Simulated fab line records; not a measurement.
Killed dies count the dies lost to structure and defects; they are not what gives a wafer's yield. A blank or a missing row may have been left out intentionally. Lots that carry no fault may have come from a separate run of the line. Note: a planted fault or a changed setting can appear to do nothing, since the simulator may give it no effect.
Matching of chambers	flow n5Finfet	N5_BEOL_M8_DEP_56 on pecvd-02: 3 sister chambers
The step deposits SiCN from 3MS/NH3, target thk 10 nm, time 17.5 s. 3 wafers are shown with their chamber, then 7 later ones without.

== WAFERS PAIRED WITH THEIR CHAMBERS ==
wafer	chamber	showerheadVppV (V)
L079.4	1	859
L082.2	0	833
L082.4	2	932

== WAFERS MISSING THEIR CHAMBER ==
wafer	showerheadVppV (V)
L082.5	830
L096.1	829
L096.3	862
L096.5	875
L097.2	922
L097.4	864
L097.6	842

== THE CHAMBER EACH PASSED THROUGH ==
wafer	from the rows above	in truth
L082.5	0	0
L096.1	0	0
L096.3	1	1
L096.5	1	1
L097.2	2	2
L097.4	1	1
L097.6	can't be placed: 0 or 1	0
6 of 7 placed correctly. Can't be placed from these rows: 1 (the true chamber is among the candidates in 1). 0 placed wrongly.
How it was worked out, from the rows above alone: a wafer's distance from a chamber is the root of the sum, over the readings, of the square of ((its reading less the chamber's mean) divided by the reading's scatter). The wafer belongs to the nearest chamber; if the next one is less than 2 further off, it can't be placed. Each chamber's mean is taken over the wafers shown for it. The scatter: root of mean squared gap, hidden wafer to nearest shown wafer, with one shown wafer a chamber.
